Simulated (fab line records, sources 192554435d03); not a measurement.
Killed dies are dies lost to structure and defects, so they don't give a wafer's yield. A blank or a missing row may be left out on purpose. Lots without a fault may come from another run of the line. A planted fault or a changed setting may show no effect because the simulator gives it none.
Tool commonality check | flow n5_finfet | 9 lots, 26 wafers sampled

WHY IT WAS OPENED
At N5_FIN_CUT_INSPECT_17 the reading raw_defect_count is flagged on 2 of 9 lots. Wafers without a fault read 217, standard deviation 64.
Rule: a lot is flagged when every wafer of it that has a number lies more than 4 standard deviations from that mean, or none has a number. The other lots count as sound.

lot  | measured    | on                | raw_defect_count, wafer by wafer | flag
L292 | day 2 17:15 | defect_inspect-01 | 205 179 154                      |
L294 | day 3 07:05 | defect_inspect-01 | 324 361                          |
L296 | day 3 20:52 | defect_inspect-02 | 186 164 232                      |
L297 | day 4 03:28 | defect_inspect-02 | 255 306 179                      |
L298 | day 4 05:56 | defect_inspect-01 | 202 227 241                      |
L302 | day 5 03:07 | defect_inspect-01 | 190 165 219                      |
L308 | day 6 16:24 | defect_inspect-02 | 701 740 653                      | FLAGGED
L309 | day 7 00:59 | defect_inspect-02 | 680 634 664                      | FLAGGED
L312 | day 8 06:25 | defect_inspect-01 | 135 145 136                      |
The numbers of the flagged lots are 679 on average: +462 against the usual, or +7 standard deviations.

WHICH TOOL RAN EACH LOT
The record holds 2 process steps before the reading, out of a route of 1938 steps. In each cell: the tool, then ch and the chambers that the sampled wafers went through, then the start.
lot  | flag    | N5_FIN_CUT_CUT_ETCH_15          | N5_FIN_CUT_CUT_ETCH_28
L292 |         | rie_si-01 ch 1,3, day 2 16:54   | rie_si-01 ch 1,3, day 2 16:57
L294 |         | rie_si-01 ch 0,1, day 3 06:48   | rie_si-01 ch 0,1, day 3 06:51
L296 |         | rie_si-03 ch 0,2,3, day 3 20:35 | rie_si-03 ch 0,2,3, day 3 20:38
L297 |         | rie_si-05 ch 0,1, day 4 03:06   | rie_si-05 ch 0,1, day 4 03:09
L298 |         | rie_si-05 ch 0,2, day 4 05:32   | rie_si-05 ch 0,2, day 4 05:35
L302 |         | rie_si-05 ch 0,1,3, day 5 02:50 | rie_si-05 ch 0,1,3, day 5 02:53
L308 | FLAGGED | rie_si-05 ch 0,1,3, day 6 16:07 | rie_si-05 ch 0,1,3, day 6 16:10
L309 | FLAGGED | rie_si-05 ch 1,2,3, day 7 00:43 | rie_si-05 ch 1,2,3, day 7 00:46
L312 |         | rie_si-03 ch 0,1,3, day 8 06:08 | rie_si-03 ch 0,1,3, day 8 06:11
What these steps do:
- N5_FIN_CUT_CUT_ETCH_15: etches Si in HBr/Cl2/O2, target depth 100 nm, bt time 10 s, time 42.4 s.
- N5_FIN_CUT_CUT_ETCH_28: etches Si in HBr/Cl2/O2, target depth 6 nm, time 2.4 s.
- N5_FIN_CUT_INSPECT_17: inspects for defects (brightfield).

FLAGGED OVER TOTAL, TOOL BY TOOL (the gauges that took the reading come last)
step                   | tool              | lots run | flagged | share of the flagged lots | sound lots run after its first flagged lot
N5_FIN_CUT_CUT_ETCH_15 | rie_si-01         | 2        | 0       | none                      | -
N5_FIN_CUT_CUT_ETCH_15 | rie_si-03         | 2        | 0       | none                      | -
N5_FIN_CUT_CUT_ETCH_15 | rie_si-05         | 5        | 2       | all                       | 0
N5_FIN_CUT_CUT_ETCH_28 | rie_si-01         | 2        | 0       | none                      | -
N5_FIN_CUT_CUT_ETCH_28 | rie_si-03         | 2        | 0       | none                      | -
N5_FIN_CUT_CUT_ETCH_28 | rie_si-05         | 5        | 2       | all                       | 0
N5_FIN_CUT_INSPECT_17  | defect_inspect-01 | 5        | 0       | none                      | -
N5_FIN_CUT_INSPECT_17  | defect_inspect-02 | 4        | 2       | all                       | 0

WHAT THE TABLE ALLOWS
3 rows of the table ran every flagged lot: rie_si-05 at N5_FIN_CUT_CUT_ETCH_15, rie_si-05 at N5_FIN_CUT_CUT_ETCH_28, defect_inspect-02 at N5_FIN_CUT_INSPECT_17.
- rie_si-05 at N5_FIN_CUT_CUT_ETCH_15: 2 of its 5 lots flagged. Its last sound lot is L302 (day 5 02:50), its first flagged lot L308 (day 6 16:07): a fault that began between those two fits.
- rie_si-05 at N5_FIN_CUT_CUT_ETCH_28: 2 of its 5 lots flagged. Its last sound lot is L302 (day 5 02:53), its first flagged lot L308 (day 6 16:10): a fault that began between those two fits.
- defect_inspect-02 at N5_FIN_CUT_INSPECT_17: 2 of its 4 lots flagged. Its last sound lot is L297 (day 4 03:28), its first flagged lot L308 (day 6 16:24): a fault that began between those two fits.
Counting lots can't tell these 2 tools apart, because each fits a fault that began at some hour. More lots, or a look at what each step does to the wafer, might.

WHAT THE SIMULATOR HAD PUT IN
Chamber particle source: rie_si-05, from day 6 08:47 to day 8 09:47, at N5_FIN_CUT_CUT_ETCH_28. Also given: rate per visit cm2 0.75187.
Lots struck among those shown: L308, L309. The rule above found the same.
